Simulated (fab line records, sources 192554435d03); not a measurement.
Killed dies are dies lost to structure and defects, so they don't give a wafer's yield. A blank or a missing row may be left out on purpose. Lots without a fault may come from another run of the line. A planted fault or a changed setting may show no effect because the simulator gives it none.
Chamber matching | flow n5_finfet | N5_BEOL_M0_TRENCH_ETCH_107 on rie_diel-03: 4 sister chambers
The step etches SiOC in C4F6/O2, target depth 32.8 nm, time 16.4 s. 20 wafers are shown with their chamber, then 10 later ones without.

WAFERS WITH THEIR CHAMBER
wafer  | chamber | drypump_motor_current_A (A) | rf_vpp_V (V) | throttle_valve_pct (%)
L074.3 | 0       | 5.6                         | 670          | 20.62
L074.4 | 3       | 5.7                         | 631          | 21.11
L074.5 | 0       | 5.7                         | 672          | 20.61
L076.1 | 0       | 5.6                         | 671          | 20.64
L076.4 | 1       | 5.3                         | 667          | 20.46
L076.6 | 2       | 5.4                         | 679          | 20.63
L079.3 | 0       | 5.6                         | 672          | 20.64
L079.4 | 3       | 5.7                         | 632          | 21.14
L079.6 | 1       | 5.3                         | 667          | 20.47
L080.3 | 3       | 5.7                         | 632          | 21.14
L080.4 | 1       | 5.3                         | 667          | 20.48
L080.5 | 3       | 5.7                         | 631          | 21.15
L081.1 | 2       | 5.4                         | 681          | 20.62
L081.5 | 0       | 5.7                         | 672          | 20.64
L081.6 | 2       | 5.4                         | 682          | 20.64
L084.1 | 2       | 5.4                         | 680          | 20.64
L084.3 | 3       | 5.7                         | 643          | 20.77
L084.4 | 0       | 5.6                         | 671          | 20.66
L088.1 | 2       | 5.4                         | 681          | 20.65
L088.3 | 0       | 5.6                         | 672          | 20.66

SIGNATURES (means of the wafers above)
reading                 | chamber 0 | chamber 1 | chamber 2 | chamber 3 | scatter within a chamber
drypump_motor_current_A | 5.629     | 5.300     | 5.400     | 5.700     | 0.0299
rf_vpp_V                | 671.43    | 667.00    | 680.60    | 633.80    | 2.69
throttle_valve_pct      | 20.6386   | 20.4700   | 20.6360   | 21.0620   | 0.083
Rule: a wafer's distance from a chamber is the root of the sum, over the readings, of the square of ((its reading less the chamber's mean) divided by the reading's scatter). The wafer belongs to the nearest chamber; if the next one is less than 2 further off, it can't be placed. The scatter: the root of (the sum of the squares of (reading less its chamber's mean) over the shown wafers, divided by (wafers less chambers)).

WAFERS WITHOUT THEIR CHAMBER
wafer  | drypump_motor_current_A (A) | rf_vpp_V (V) | throttle_valve_pct (%)
L088.4 | 5.3                         | 666          | 20.51
L089.1 | 5.6                         | 672          | 20.67
L089.4 | 5.5                         | 679          | 20.66
L089.5 | 5.3                         | 667          | 20.52
L092.2 | 5.4                         | 680          | 20.67
L092.3 | 5.7                         | 643          | 20.80
L092.4 | 5.6                         | 671          | 20.69
L091.2 | 5.4                         | 680          | 20.67
L091.3 | 5.7                         | 641          | 20.79
L091.6 | 5.7                         | 642          | 20.79

WHICH CHAMBER EACH WENT THROUGH
wafer  | from the rows above     | in truth
L088.4 | 1                       | 1
L089.1 | 0                       | 0
L089.4 | can't be placed: 2 or 0 | 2
L089.5 | 1                       | 1
L092.2 | 2                       | 2
L092.3 | 3                       | 3
L092.4 | 0                       | 0
L091.2 | 2                       | 2
L091.3 | 3                       | 3
L091.6 | 3                       | 3
Placed correctly: 9 of 10. Can't be placed from these rows: 1 (the true chamber is among the candidates in 1). Placed wrongly: 0.
